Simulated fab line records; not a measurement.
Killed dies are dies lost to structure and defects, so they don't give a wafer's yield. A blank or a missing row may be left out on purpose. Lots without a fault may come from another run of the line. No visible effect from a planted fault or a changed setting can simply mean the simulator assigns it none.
Which tool did it? -- flow nand_harc -- 36 wafers sampled from 12 lots at 1 step of a route of 1302

## WHAT THE GAUGES SHOWED, per wafer
NHARC_P_M2_INSPECT_27.
lot,measured,on,raw_defect_count
L075,day 6 20:19,defect_inspect-01,283 286 268
L077,day 7 22:21,defect_inspect-01,225 190 235
L079,day 8 09:58,defect_inspect-02,316 214 325
L081,day 9 09:47,defect_inspect-01,184 374 240
L084,day 10 12:29,defect_inspect-02,326 229 302
L085,day 11 05:51,defect_inspect-01,153 172 178
L087,day 11 17:12,defect_inspect-01,374 419 289
L089,day 12 16:51,defect_inspect-02,156 244 360
L091,day 13 22:01,defect_inspect-01,136 89 136
L093,day 14 15:36,defect_inspect-01,264 308 275
L096,day 15 08:14,defect_inspect-02,206 363 313
L097,day 16 01:29,defect_inspect-01,362 298 306

## TOOL THAT RAN EACH LOT (tool first, then ch and the chambers of the sampled wafers, then the start)
No process step before these readings appears in the record.

## THE ANSWER, worked out from the rows above alone
Rule: the usual values come from the lots themselves. Put in order of their means at a reading, lots are off if they are a third of the lots or fewer, leave a main group of 4 or more, and stand apart from it by a gap of 3 or more times the standard deviation of the main group's means; of several such gaps the widest counts. A main group whose means are all the same, to the digits that the tables above print for the reading, isn't used. A lot without any number at a reading at which 4 lots or more have one is off too. Any other lot the step has rows for is counted as sound.
None of the lots is off at any reading shown; this tells nothing.

## WHAT THE SIMULATOR HAD INSERTED
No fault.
